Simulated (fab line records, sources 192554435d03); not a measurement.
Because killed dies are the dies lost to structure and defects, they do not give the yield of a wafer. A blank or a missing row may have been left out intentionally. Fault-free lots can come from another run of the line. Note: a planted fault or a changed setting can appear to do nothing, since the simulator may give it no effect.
fab line records	flow n5Finfet	part 1 of 2: steps 1 to 40 of 41
record lots=5	wafers=15	lastDay=16
route steps=1938 shown BEOL_M4@1099 BEOL_M5@1112 BEOL_M10@1480 BEOL_M15@1830 PASSIVATION@1936
lots with no fault: from the same line, run without faults
startH: hours from the record's opening day to when the first of the lot's shown wafers began	waitH: time in hours since the lot's previous step	" the same as in the row above	L1.1+2: a single row standing in for several wafers	- either no value or no given start	* or withheld: withheld	< > ~ a bound
route shown NAME@n: NAME is a module with steps in the file, n the number in the route of the first one	usual: mean/standard deviation of fault-free wafers	same: alike in all rows	chamber/n: place in a boat	sites: per-site readings	_std_site: the standard deviation of these	_edge_site: outer sites' mean less inner sites'	radiusMm: for every site, how far away it sits from the centre of the wafer	mask NAME#n: copy n	behind: the last tool/chamber to shape the wafer	hold: why the lot went on hold/how many hours it stayed there/how the hold came to an end	device: the transistor (n, p or np) that didn't switch	end of line: tests run on the same wafers once the route is complete	step lacking rows: just its recipe	killed: dies that structure and defects cost at the first sort, which is not the same as the wafer's yield	map: shows each die of a wafer: x if killed, . if not, _ if none is there
set.NAME: the setting that was run; set.NAME@STEP: the one run at that earlier step	model.NAME: the simulator's own value behind a step, which no gauge read
certain route steps with their lots: each step a table, each wafer a row
services: a tool's chamber out of use, with start hour (startH, from the record's first day; less than 0 if before it), hours out, and reason
## steps
# step N5_BEOL_M4_ANNEAL_95
# recipe tempC=400	timeS=240	ambient=vacuum
# step N5_BEOL_M4_SPUTTER_96
# recipe material=Cu	targetThkA=45	tempC=-20	chamberPressurePa=0.07	powerW=withheld	timeS=8.29
# step N5_BEOL_M4_ECD_50
# recipe material=Cu	targetThkA=3000
# step N5_BEOL_M4_ANNEAL_51
# recipe tempC=225	timeS=90	ambient=N2
# step N5_BEOL_M4_CMP_52
# recipe stopOn=SiOC	tOverpolishS=6.8	downForcePsi=1	platenRpm=50	clearingPlatenDownForcePsi=1.5	clearingPlatenRpm=50	postCmpClean=cuAlkaline	targetThkNm=40	clearingPlatenPadVelocityMS=0.99484	padVelocityMS=0.99484
# step N5_BEOL_M4_PRE_CLEAN_60
# recipe gas=NH3/H2	timeS=15	tempC=*	rfPowerW=300
# step N5_BEOL_M4_CO_CAP_55
# recipe material=Co	targetThkA=20	tempC=200	precursor=CCTBA/H2	pressureTorr=30	timeS=102.1
# step N5_BEOL_M4_PRE_CLEAN_56
# recipe gas=NH3	timeS=15	tempC=withheld	rfPowerW=300
# step N5_BEOL_M4_DEP_57
# recipe material=SiCN	targetThkA=80	tempC=withheld	precursor=3MS/NH3	pressureTorr=3	rfW=202	timeS=14
# step N5_BEOL_M4_RC_MEAS_101
# usual DIBL_N=36.4/1.5	DIBL_P=36.6/1.9	IOFF_N=0.155/0.021	IOFF_P=0.211/0.028	ION_N=671/8.6	ION_P=462/5.8	SS_N=71.5/0.5	SS_P=73.4/0.58	VT_N=250.1/2.4	VT_P=-250.1/3
lot.wafer	tool	chamber	startH	waitH	DIBL_N[mV/V]	DIBL_P[mV/V]	IOFF_N[nA/um]	IOFF_P[nA/um]	ION_N[uA/um]	ION_P[uA/um]	SS_N[mV/dec]	SS_P[mV/dec]	VT_N[mV]	VT_P[mV]
L433.1	prober-02	0	207.70	0.0	34.2	33.3	0.116	0.171	657	460	71.2	72.3	251.6	-255.3
L433.3	"	0	"	"	35.4	35.3	0.141	0.204	668	466	71.0	73.1	250.3	-248.9
L433.4	"	0	"	"	38.1	37.4	0.175	0.223	664	462	71.5	73.7	249.8	-249.3
L439.1	prober-01	0	236.66	0.0	37.9	36.6	0.174	0.260	679	470	71.2	74.1	248.3	-245.9
L439.3	"	0	"	"	35.9	33.9	0.145	0.215	672	467	71.5	73.4	248.4	-244.7
L439.4	"	0	"	"	36.7	35.3	0.170	0.243	681	476	71.0	73.4	247.0	-244.5
L438.1	prober-02	0	236.97	0.0	35.7	34.6	0.131	0.167	664	459	71.4	73.1	253.5	-252.8
L438.2	"	0	"	"	38.2	37.7	0.178	0.220	679	461	72.4	74.3	251.5	-250.0
L438.6	"	0	"	"	37.7	38.0	0.165	0.213	689	466	72.0	73.8	251.8	-250.6
L443.2	prober-01	0	273.91	0.2	37.2	36.7	0.153	0.222	671	460	72.1	73.7	250.6	-249.2
L443.4	"	0	"	"	35.3	34.4	0.115	0.187	653	455	71.2	72.6	255.9	-250.6
L443.6	"	0	"	"	38.0	37.9	0.162	0.244	662	460	72.1	73.5	250.1	-247.3
L447.1	prober-01	0	283.95	0.0	37.1	38.6	0.172	0.229	689	473	72.1	74.1	248.8	-249.7
L447.3	"	0	"	"	35.8	36.7	0.145	0.197	674	465	71.0	73.8	250.3	-251.3
L447.5	"	0	"	"	36.2	36.7	0.147	0.193	671	456	71.8	73.7	249.4	-248.3
# step N5_BEOL_M5_ILD_DEP_00
# recipe material=SiCOH_lowk	targetThkA=1406.4	tempC=300	precursor=DEMS/porogen	pressureTorr=5	rfW=500	timeS=25.9
# step N5_BEOL_M5_CURE_79
# recipe tempC=385	timeS=240	ambient=He/Ar	material=SiCOH_lowk
# step N5_BEOL_M5_PECVD_70
# recipe material=SiO2	targetThkA=160	tempC=400	precursor=TEOS/O2	pressureTorr=5.5	rfW=450	teosFlowSccm=53.8	gas=O2	flowSccm=3000	timeS=18
# step N5_BEOL_M5_HM_DEP_02
# recipe material=TiN	targetThkA=200	tempC=25	chamberPressurePa=0.49996
# step N5_BEOL_M5_COAT_59
# recipe resist=SOC	tempC=250	timeS=60	spinRpm=1500	resistThkNm=60
# step N5_BEOL_M5_COAT_60
# recipe resist=SiARC	tempC=220	timeS=60	spinRpm=1500	resistThkNm=12
# step N5_BEOL_M5_COAT_71
# recipe resist=underlayer	tempC=205	timeS=60	spinRpm=1500	resistThkNm=5
# step N5_BEOL_M5_COAT_05
# recipe resist=CAR-EUV	spinRpm=1500	resistThkNm=30
# step N5_BEOL_M5_EBR_07
# recipe solvent=PGMEA	ebrWidthMm=1.5
# step N5_BEOL_M5_SOFTBAKE_06
# recipe tempC=110	timeS=60	resist=CAR-EUV
# step N5_BEOL_M5_EXPOSE_08
# recipe maskId=M5	na=0.33	sourceShape=annular	sigmaInner=0.4	sigmaOuter=0.8	polarization=unpolarized	targetCdNm=28	doseMj=35.75
# step N5_BEOL_M5_PEB_09
# recipe pebTempC=100	pebTimeS=60	resist=CAR-EUV
# step N5_BEOL_M5_DEVELOP_10
# recipe developTimeS=30	developer=TMAH	resist=CAR-EUV	rinseLiquid=surfactantRinse	dry=airSpin	devTempC=23
# step N5_BEOL_M5_DESCUM_16
# recipe chemistry=O2	timeS=7	sourcePowerW=50	biasPowerW=20	pressureMtorr=20	rfFrequencyHz=2.712e+07	tempC=40	resist=CAR-EUV	o2FlowSccm=225
# step N5_BEOL_M5_ETCH_72
# recipe chemistry=N2/H2	target=underlayer	targetDepthA=65	maskMaterial=CAR-EUV	timeS=5.2	ionEnergyEv=200	pressureMtorr=30	sourceW=840	biasW=150	n2FlowSccm=200	h2FlowSccm=200	ends=cleared
# step N5_BEOL_M5_ETCH_61
# recipe chemistry=CF4	target=SiARC	targetDepthA=156	maskMaterial=CAR-EUV	timeS=26	ionEnergyEv=80	pressureMtorr=40	sourceW=545	biasW=36	Ar_flow_sccm=100	cf4FlowSccm=100	ends=cleared
# step N5_BEOL_M5_ETCH_62
# recipe chemistry=N2/H2	target=SOC	targetDepthA=750	overetchA=150	maskMaterial=SiARC	tempC=40	timeS=112.5	ionEnergyEv=200	pressureMtorr=30	sourceW=840	biasW=150	n2FlowSccm=200	h2FlowSccm=200
# step N5_BEOL_M5_STRIP_63
# recipe chemistry=N2/H2	tempC=40	n2FlowSccm=200	h2FlowSccm=200	rfFrequencyHz=6e+07
# step N5_BEOL_M5_STRIP_73
# recipe chemistry=N2/H2	tempC=40	n2FlowSccm=200	h2FlowSccm=200	rfFrequencyHz=6e+07
# step N5_BEOL_M5_STRIP_64
# recipe chemistry=CF4	resist=SiARC	powerW=300	biasPowerW=75	pressureMtorr=50	cf4FlowSccm=150	rfFrequencyHz=6e+07
# step N5_BEOL_M5_HM_OPEN_17
# recipe chemistry=Cl2/BCl3	targetDepthA=200	overetchA=60	target=TiN	maskMaterial=SOC	ionEnergyEv=150	pressureMtorr=10	icpW=1000	biasW=126	Cl2_flow_sccm=53.25	bcl3FlowSccm=21.75	Ar_flow_sccm=25
# step N5_BEOL_M5_STRIP_19
# recipe chemistry=O2	powerW=400	tempC=40	pressureMtorr=30	rfFrequencyHz=6e+07	biasPowerW=0	overashFraction=0.2	o2FlowSccm=225
# step N5_BEOL_M5_COAT_65
# recipe resist=SOC	tempC=250	timeS=60	spinRpm=1500	resistThkNm=60
# step N5_BEOL_M5_COAT_66
# recipe resist=SiARC	tempC=220	timeS=60	spinRpm=1500	resistThkNm=12
# step N5_BEOL_M10_EXPOSE_08
# recipe maskId=M10	na=1.35	sourceShape=dipole	sigmaInner=0.411	sigmaOuter=0.611	polarization=te	doseMj=53.75
# usual exposureDoseMJCm2=53.73/0.054	stageVelMmS=500.02/0.27
# same dipoleOpeningDeg=40
lot.wafer	tool	chamber	startH	waitH	mask	exposureDoseMJCm2	stageVelMmS
L433.1	arfiScanner-01	0	258.40	-	M10#0	53.68	500.09
L433.3	"	0	"	"	M10#0	53.72	500.07
L433.4	"	0	"	"	M10#0	53.67	500.18
L439.1	arfiScanner-01	0	283.75	-	M10#0	67.44	499.68
L439.3	"	0	"	"	M10#0	67.46	499.69
L439.4	"	0	"	"	M10#0	67.55	499.92
L438.1	arfiScanner-01	0	283.79	-	M10#0	67.61	500.30
L438.2	"	0	"	"	M10#0	67.56	500.02
L438.6	"	0	"	"	M10#0	67.61	500.17
L443.2	arfiScanner-01	0	324.62	-	M10#0	62.55	500.00
L443.4	"	0	"	"	M10#0	62.45	500.00
L443.6	"	0	"	"	M10#0	62.57	499.79
L447.1	arfiScanner-03	0	331.78	-	M10#0	53.73	499.94
L447.3	"	0	"	"	M10#0	53.70	500.24
L447.5	"	0	"	"	M10#0	53.75	500.14
# step N5_BEOL_M10_CD_MEAS_11
# recipe targetCdNm=64.1	landingEnergyEv=500	detector=seInlens	polarity=opening
# usual cdNm=64.0/0.48
lot.wafer	tool	chamber	startH	waitH	cdNm
L433.1	cdSem-02	0	258.52	-	63.8
L433.3	"	0	"	"	63.7
L433.4	"	0	"	"	64.3
L439.1	cdSem-02	0	283.87	-	77.0
L439.3	"	0	"	"	77.2
L439.4	"	0	"	"	77.9
L438.1	cdSem-03	0	283.91	-	78.4
L438.2	"	0	"	"	78.2
L438.6	"	0	"	"	78.0
L443.2	cdSem-01	0	324.74	-	72.7
L443.4	"	0	"	"	73.5
L443.6	"	0	"	"	73.6
L447.1	cdSem-03	0	331.90	-	63.8
L447.3	"	0	"	"	64.5
L447.5	"	0	"	"	63.8
# step N5_BEOL_M10_ETCH_61
# recipe chemistry=CF4	target=SiARC	targetDepthA=390	maskMaterial=CAR-ArF	timeS=65	ionEnergyEv=80	pressureMtorr=40	sourceW=545	biasW=36	Ar_flow_sccm=100	cf4FlowSccm=100	ends=cleared
# usual drypumpMotorCurrentA=5.6/0.48	etchRfOnTimeS=64.8/0.91	oesProductAu=0.69/0.074	rfVppV=184.0/1.2	showerheadPlenumPTorr=2.14/0.059	throttleValvePct=15.57/0.16
lot.wafer	tool	chamber	startH	waitH	drypumpMotorCurrentA	etchRfOnTimeS	oesProductAu	rfHoursCounterH	rfVppV	showerheadPlenumPTorr	throttleValvePct	model.BEOL_M10.cdOffsetNm
L433.1	rieDiel-01	2	258.65	0.0	5.5	64.5	0.60	206	185.2	2.13	15.59	0
L433.3	"	0	"	"	5.4	63.1	0.76	38	185.0	2.18	15.73	0
L433.4	"	3	"	"	5.8	64.7	0.73	60	183.8	2.17	15.50	0.2
L439.1	rieDiel-01	0	284.01	0.0	5.4	64.0	0.75	47	183.4	2.18	15.77	13
L439.3	"	2	"	"	5.5	65.9	0.59	215	184.3	2.12	15.60	13
L439.4	"	3	"	"	5.8	65.4	0.72	69	184.6	2.16	15.51	13.8
L438.1	rieDiel-01	2	284.26	0.0	5.5	64.9	0.60	215	183.6	2.12	15.61	14.8
L438.2	"	0	"	"	5.4	63.0	0.75	47	184.1	2.18	15.76	14.2
L438.6	"	2	"	"	5.5	65.8	0.59	-	185.1	2.12	15.62	14
L443.2	rieDiel-06	0	324.86	0.0	5.5	65.5	0.61	201	185.1	2.21	15.87	8.8
L443.4	"	2	"	"	5.4	64.9	0.73	61	183.4	2.09	15.51	9.4
L443.6	"	1	"	"	5.3	63.0	0.81	-	184.5	2.10	15.26	9.4
L447.1	rieDiel-01	1	332.03	0.0	4.9	65.6	0.70	77	183.2	2.08	15.37	-0.2
L447.3	"	3	"	"	5.7	65.7	0.71	86	183.3	2.16	15.54	0.2
L447.5	"	2	"	"	5.5	65.8	0.59	-	182.1	2.12	15.64	0.2
# step N5_BEOL_M10_HM_OPEN_17
# recipe chemistry=Cl2/BCl3	targetDepthA=200	overetchA=60	target=TiN	maskMaterial=SOC	ionEnergyEv=150	pressureMtorr=10	icpW=1000	biasW=126	Cl2_flow_sccm=53.25	bcl3FlowSccm=21.75	Ar_flow_sccm=25
# usual drypumpMotorCurrentA=5.48/0.19	oesProductAu=0.70/0.087	throttleValvePct=22.15/0.23
lot.wafer	tool	chamber	startH	waitH	drypumpMotorCurrentA	oesProductAu	rfHoursCounterH	throttleValvePct	model.BEOL_M10.cdOffsetNm
L433.1	rieMetal-02	1	258.88	0.0	5.78	0.67	36	22.36	-0.2
L433.3	"	1	"	"	5.80	0.68	-	22.35	0
L433.4	"	0	"	"	5.31	0.83	-	21.83	0.4
L439.1	rieMetal-02	1	284.24	0.0	5.83	0.68	39	22.34	13
L439.3	"	0	"	"	5.33	0.81	-	21.81	13
L439.4	"	1	"	"	5.79	0.68	-	22.35	13.6
L438.1	rieMetal-02	0	284.49	0.0	5.27	0.81	6	21.82	14.8
L438.2	"	1	"	"	5.76	0.68	39	22.35	14.4
L438.6	"	0	"	"	5.28	0.82	-	21.82	14
L443.2	rieMetal-01	1	325.10	0.0	5.41	0.58	89	22.21	8.8
L443.4	"	0	"	"	5.41	0.68	-	22.30	9.6
L443.6	"	0	"	"	5.43	0.67	-	22.30	9.4
L447.1	rieMetal-02	1	332.26	0.0	5.78	0.66	43	22.38	0.2
L447.3	"	0	"	"	5.32	0.78	-	21.83	0.4
L447.5	"	0	"	"	5.29	0.78	-	21.81	0.2
# step N5_BEOL_M10_CD_MEAS_18
# recipe pitchNm=140	targetCdNm=70
# usual cdNm=70.0/0.51
lot.wafer	tool	chamber	startH	waitH	cdNm
L433.1	cdSem-02	-	259.06	0.0	69.6
L433.3	"	-	"	"	69.9
L433.4	"	-	"	"	70.3
L439.1	cdSem-03	-	284.44	0.0	83.0
L439.3	"	-	"	"	82.6
L439.4	"	-	"	"	83.5
L438.1	cdSem-03	-	284.80	0.0	85.2
L438.2	"	-	"	"	84.2
L438.6	"	-	"	"	84.0
L443.2	cdSem-02	-	325.28	0.1	78.8
L443.4	"	-	"	"	80.1
L443.6	"	-	"	"	79.5
L447.1	cdSem-01	-	332.44	0.0	69.8
L447.3	"	-	"	"	70.5
L447.5	"	-	"	"	70.2
# step N5_BEOL_M15_RC_MEAS_101
# usual COMB_M10=1.49e-11/2.7e-12	COMB_M11=1.5e-11/3.3e-12	COMB_M12=6.8e-12/1.1e-12	COMB_M13=5.4e-12/1.1e-12	COMB_M14=4.4e-12/7.6e-13	COMB_M15=3.2e-12/5.7e-13	COMB_M15_max_site=4.2e-12/8.1e-13	COMB_M5=3.8e-11/7.4e-12	COMB_M6=2.5e-11/5.2e-12	COMB_M7=2.7e-11/5.1e-12	COMB_M8=2.6e-11/5.3e-12	COMB_M9=1.54e-11/2.8e-12	SERP_M10=3.07/0.067	SERP_M11=3.06/0.065	SERP_M12=0.633/0.014	SERP_M13=0.307/0.0061	SERP_M14=0.1599/0.0029	SERP_M5=38.8/1.4	SERP_M5_max_site=40.1/1.6	SERP_M6=13.8/0.47	SERP_M7=13.6/0.47	SERP_M8=13.9/0.41	SERP_M8_max_site=14.4/0.46	SERP_M9=3.09/0.076
lot.wafer	tool	chamber	startH	waitH	COMB_M10[S/m]	COMB_M11[S/m]	COMB_M12[S/m]	COMB_M13[S/m]	COMB_M14[S/m]	COMB_M15[S/m]	COMB_M15_max_site[S/m]	COMB_M5[S/m]	COMB_M6[S/m]	COMB_M7[S/m]	COMB_M8[S/m]	COMB_M9[S/m]	SERP_M10[ohm/um]	SERP_M11[ohm/um]	SERP_M12[ohm/um]	SERP_M13[ohm/um]	SERP_M14[ohm/um]	SERP_M5[ohm/um]	SERP_M5_max_site[ohm/um]	SERP_M6[ohm/um]	SERP_M7[ohm/um]	SERP_M8[ohm/um]	SERP_M8_max_site[ohm/um]	SERP_M9[ohm/um]
L433.1	prober-02	0	293.52	0.0	1.06e-11	1.5e-11	5.3e-12	4.7e-12	3.6e-12	2.5e-12	4.1e-12	4.5e-11	1.8e-11	3e-11	2.4e-11	1.59e-11	2.99	3.05	0.618	0.294	0.1607	37.7	39.0	13.2	14.4	13.8	14.4	3.09
L433.3	"	0	"	"	1.25e-11	1.6e-11	7e-12	5.8e-12	3.7e-12	2.6e-12	3.1e-12	2.4e-11	2.6e-11	2.8e-11	2.9e-11	1.89e-11	2.98	3.01	0.621	0.301	0.1562	38.8	40.7	14.1	14.0	14.4	15.1	3.20
L433.4	"	0	"	"	1.39e-11	1.6e-11	6.3e-12	6.1e-12	4.4e-12	2.7e-12	4e-12	4.4e-11	1.8e-11	2.8e-11	2.7e-11	9.2e-12	2.98	3.07	0.623	0.299	0.1564	39.5	41.3	12.5	13.5	13.4	13.8	3.03
L443.2	prober-02	0	361.04	0.2	1.29e-11	1.1e-11	7.1e-12	5.6e-12	4.2e-12	3.1e-12	5e-12	4.5e-11	2.4e-11	3.2e-11	2.8e-11	1.24e-11	2.54	3.08	0.622	0.309	0.1610	38.8	40.0	13.1	14.2	14.3	14.5	3.04
L443.4	"	0	"	"	1.42e-11	1.1e-11	8.3e-12	4.9e-12	4.2e-12	3.4e-12	4.3e-12	2.7e-11	2.6e-11	2.7e-11	2.4e-11	1.18e-11	2.49	2.96	0.635	0.316	0.1617	39.6	41.7	12.9	14.2	13.7	14.0	2.88
L443.6	"	0	"	"	1.75e-11	1.2e-11	7.4e-12	6e-12	3.8e-12	3.4e-12	4.3e-12	3.2e-11	1.9e-11	3.3e-11	3.4e-11	1.45e-11	2.64	3.05	0.626	0.308	0.1567	40.4	42.3	13.9	13.6	14.4	15.2	3.08
L447.1	prober-01	0	374.43	0.0	1.52e-11	1.2e-11	6e-12	6e-12	4.5e-12	4.7e-12	5.9e-12	3.3e-11	2.9e-11	1.9e-11	2.1e-11	1.86e-11	3.07	3.09	0.662	0.299	0.1589	35.9	36.8	13.4	12.7	13.5	13.9	3.09
L447.3	"	0	"	"	1.49e-11	1.2e-11	7.3e-12	5.4e-12	5e-12	2.9e-12	3.5e-12	4e-11	2.8e-11	2.5e-11	2e-11	1.67e-11	2.93	3.02	0.630	0.309	0.1582	39.9	40.5	13.6	13.5	13.2	13.5	3.18
L447.5	"	0	"	"	1.23e-11	1.5e-11	7.3e-12	5.8e-12	5.6e-12	4.5e-12	6.6e-12	3.7e-11	2.9e-11	2.6e-11	1.7e-11	1.38e-11	2.94	3.04	0.649	0.300	0.1591	40.4	41.8	13.6	13.4	13.9	14.4	3.19
# sites SERP_M10 radiusMm=0,75,75,75,75,140,140,140,140
L433.1 3.09 3.08 2.99 3.11 3.05 2.99 2.88 2.95 2.90
L443.2 2.60 2.57 2.59 2.53 2.61 2.53 2.49 2.47 2.54
L447.1 3.13 3.10 3.09 3.07 3.09 2.96 2.93 3.02 2.98
## key
firstSign step=N5_BEOL_M10_EXPOSE_08	reading=exposureDoseMJCm2	direction=up	sigmas=99+	usual=53.73	struck=65.87
effect step=N5_BEOL_M10_CD_MEAS_11	reading=cdNm	direction=up	sigmas=26	usual=64.0	struck=76.3	through=controlLoop
effect step=N5_BEOL_M10_CD_MEAS_18	reading=cdNm	direction=up	sigmas=24	usual=70.0	struck=82.3	through=controlLoop
effect step=N5_BEOL_M15_RC_MEAS_101	reading=SERP_M10	direction=down	sigmas=7.6	usual=3.07	struck=2.56
effect step=N5_PASSIVATION_PROBE_49	reading=killed_at_M4_up	direction=up	sigmas=99+	usual=13	struck=683
modelEffect step=N5_BEOL_M10_ETCH_61	value=BEOL_M10.cdOffsetNm	without=0.08889	struck=12.27
modelEffect step=N5_BEOL_M10_HM_OPEN_17	value=BEOL_M10.cdOffsetNm	without=0.06667	struck=12.29
moreKillsBornAt N5_BEOL_M10_EXPOSE_08@arfiScanner-01=6062
metAt N5_BEOL_M10_EXPOSE_08
struckWafers L438.1,L438.2,L438.6,L439.1,L439.3,L439.4,L443.2,L443.4,L443.6
laterRowsLeftOut L438.1,L438.2,L438.6,L439.1,L439.3,L439.4
loopTrim step=N5_BEOL_M10_EXPOSE_08	setting=dose	lots=L443
fault kind=processParameterDrift	tool=arfiScanner-01	chamber=-	onsetH=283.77	steps=N5_BEOL_M10_EXPOSE_08	channel=doseMj	offset=13.769	shape=step	actsIn=theseRecipesOnly	stated=53.75
# laterRowsLeftOut: the simulator's readings of these wafers behind a module that went badly wrong aren't trusted and aren't shown, but for the sort
# loopTrim: a control loop set the setting to another value than it would have without faults
